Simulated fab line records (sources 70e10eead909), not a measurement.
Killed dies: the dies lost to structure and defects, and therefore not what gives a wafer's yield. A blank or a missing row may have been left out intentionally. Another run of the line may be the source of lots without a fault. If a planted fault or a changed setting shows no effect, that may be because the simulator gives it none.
Struck lot and sound lot, side by side | flow nandHarc | 16 steps out of a route of 1302
Sound: the wafers L235.1, L235.3, L235.6. The struck wafers were L232.1, L232.4, L232.6. Last of all comes the cause.
For every step that has rows: the tool of each side, followed by ch and its chambers, followed by its first start. Under that, the readings that differ: sound wafers | struck wafers | difference of the means | sigmas: that difference in standard deviations of wafers without a fault.
alike: same words and numbers on both sides, and readings whose means sit less than 2 such deviations apart. not compared: any withheld reading, any reading some wafer has no value for, any bound like >300 that may hide the same value, and any number with overlapping values for which the record gives no deviation.
The two part at a step that has a row with sigmas, a row that says differs or no value, or rows on one side only. Numbers that don't overlap but have no deviation are shown without sigmas and don't part them. A reading that every wafer of one side lacks parts them only if that side has two wafers or more.

NHARC_A_ONON_D2_THK_MEAS_08: measures by ellipsometry.
  sound on filmMetro-02, day 21 02:28; struck on filmMetro-02, day 19 18:07
  alike: thkNm
then, no rows for these wafers at 1 step: NHARC_A_ONON_D2_DEP_09 (target thk 1000 nm).
NHARC_A_ONON_D2_THK_MEAS_11: measures by ellipsometry.
  sound on filmMetro-01, day 21 03:02; struck on filmMetro-02, day 19 18:40
reading    | sound       | struck         | difference | sigmas
thkNm (nm) | 987 987 988 | 1007 1009 1009 | +21        | +3
then, no rows for these wafers at 1 step: NHARC_A_ONON_D2_DEP_12 (target thk 1000 nm).
NHARC_A_ONON_D2_THK_MEAS_14: measures by ellipsometry.
  sound on filmMetro-01, day 21 03:37; struck on filmMetro-02, day 19 19:14
  alike: thkNm
then, 2 steps without rows for these wafers: NHARC_A_ONON_D2_ANNEAL_15 (time 3600 s); NHARC_A_ONON_D2_DEP_16 (target thk 1000 nm).
NHARC_A_ONON_D2_THK_MEAS_18: measures by ellipsometry.
  sound on filmMetro-02, day 21 11:07; struck on filmMetro-01, day 20 03:15
  alike: thkNm
then, no rows for these wafers at 1 step: NHARC_A_ONON_D2_DEP_19 (target thk 1000 nm).
NHARC_A_ONON_D2_THK_MEAS_21: measures by ellipsometry.
  sound on filmMetro-02, day 21 11:41; struck on filmMetro-01, day 20 03:49
  alike: thkNm
then, no rows for these wafers at 1 step: NHARC_A_ONON_D2_DEP_22 (target thk 1000 nm).
NHARC_A_ONON_D2_THK_MEAS_24: measures by ellipsometry.
  sound on filmMetro-02, day 21 12:15; struck on filmMetro-02, day 20 04:23
  alike: thkNm
NHARC_A_ONON_D2_DEP_25: target thk 1000 nm.
  sound on pecvdOnon-02 ch 0, day 21 12:19; struck on pecvdOnon-03 ch 0, day 20 04:27
  alike: n2oFlowSccm
NHARC_A_ONON_D2_THK_MEAS_27: measures by ellipsometry.
  sound on filmMetro-02, day 21 12:49; struck on filmMetro-01, day 20 04:59
reading    | sound       | struck         | difference | sigmas
thkNm (nm) | 987 987 988 | 1500 1499 1499 | +512       | +53
then, no rows for these wafers at 1 step: NHARC_A_ONON_D2_DEP_28 (target thk 1000 nm).
-- record jumps: 12 days between struck wafers' starts before vs after; left off in module A_ONON_D2, resumes in module END, first step shown is number 1302 of the route --
NHARC_END_SORT_01:
  the record has rows for the struck wafers here (prober-01 ch 0, day 31 18:17) and none for the sound ones

WHERE THEY PART
Earliest at NHARC_A_ONON_D2_THK_MEAS_11; latest, in this record, at NHARC_END_SORT_01.

WHY: what had been put in by the simulator
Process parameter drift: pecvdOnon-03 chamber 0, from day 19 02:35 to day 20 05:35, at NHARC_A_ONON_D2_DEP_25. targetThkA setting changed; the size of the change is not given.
